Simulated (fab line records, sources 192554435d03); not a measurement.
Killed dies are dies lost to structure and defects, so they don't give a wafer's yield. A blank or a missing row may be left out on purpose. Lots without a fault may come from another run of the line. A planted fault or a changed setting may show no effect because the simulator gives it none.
Chamber matching | flow n5_finfet | N5_HKMG_FIN_ALD_91 on ald_metal-04: 4 sister chambers
The step deposits TiN, target thk 1 nm, pulse time 1 s, purge time 3 s. 8 wafers are shown with their chamber, then 11 later ones without.

WAFERS WITH THEIR CHAMBER
wafer  | chamber | heater_power_w (W) | precursor_pulse_height_rel
L084.5 | 2       | 1035               | 0.970
L086.1 | 3       | 858                | 0.993
L086.3 | 2       | 1023               | 0.996
L088.5 | 3       | 881                | 0.958
L089.3 | 0       | 833                | 0.999
L089.5 | 0       | 823                | 1.010
L089.6 | 1       | 839                | 1.017
L090.3 | 1       | 833                | 1.002

WAFERS WITHOUT THEIR CHAMBER
wafer  | heater_power_w (W) | precursor_pulse_height_rel
L090.4 | 1026               | 0.985
L090.6 | 863                | 0.996
L092.2 | 856                | 1.016
L092.3 | 864                | 0.970
L092.4 | 1012               | 0.976
L093.1 | 1018               | 1.008
L093.2 | 866                | 0.967
L093.4 | 834                | 1.002
L097.1 | 836                | 1.001
L097.4 | 874                | 0.969
L097.5 | 1042               | 0.980

WHICH CHAMBER EACH WENT THROUGH
wafer  | from the rows above          | in truth
L090.4 | 2                            | 2
L090.6 | can't be placed: 3 or 1      | 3
L092.2 | can't be placed: 1 or 3 or 0 | 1
L092.3 | 3                            | 3
L092.4 | 2                            | 2
L093.1 | 2                            | 2
L093.2 | 3                            | 3
L093.4 | can't be placed: 1 or 0      | 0
L097.1 | can't be placed: 1 or 0      | 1
L097.4 | 3                            | 3
L097.5 | 2                            | 2
Placed correctly: 7 of 11. Can't be placed from these rows: 4 (the true chamber is among the candidates in 4). Placed wrongly: 0.
How it was worked out, from the rows above alone: a wafer's distance from a chamber is the root of the sum, over the readings, of the square of ((its reading less the chamber's mean) divided by the reading's scatter). The wafer belongs to the nearest chamber; if the next one is less than 2 further off, it can't be placed. A chamber's mean is the mean of its shown wafers. The scatter: the root of (the sum of the squares of (reading less its chamber's mean) over the shown wafers, divided by (wafers less chambers)).
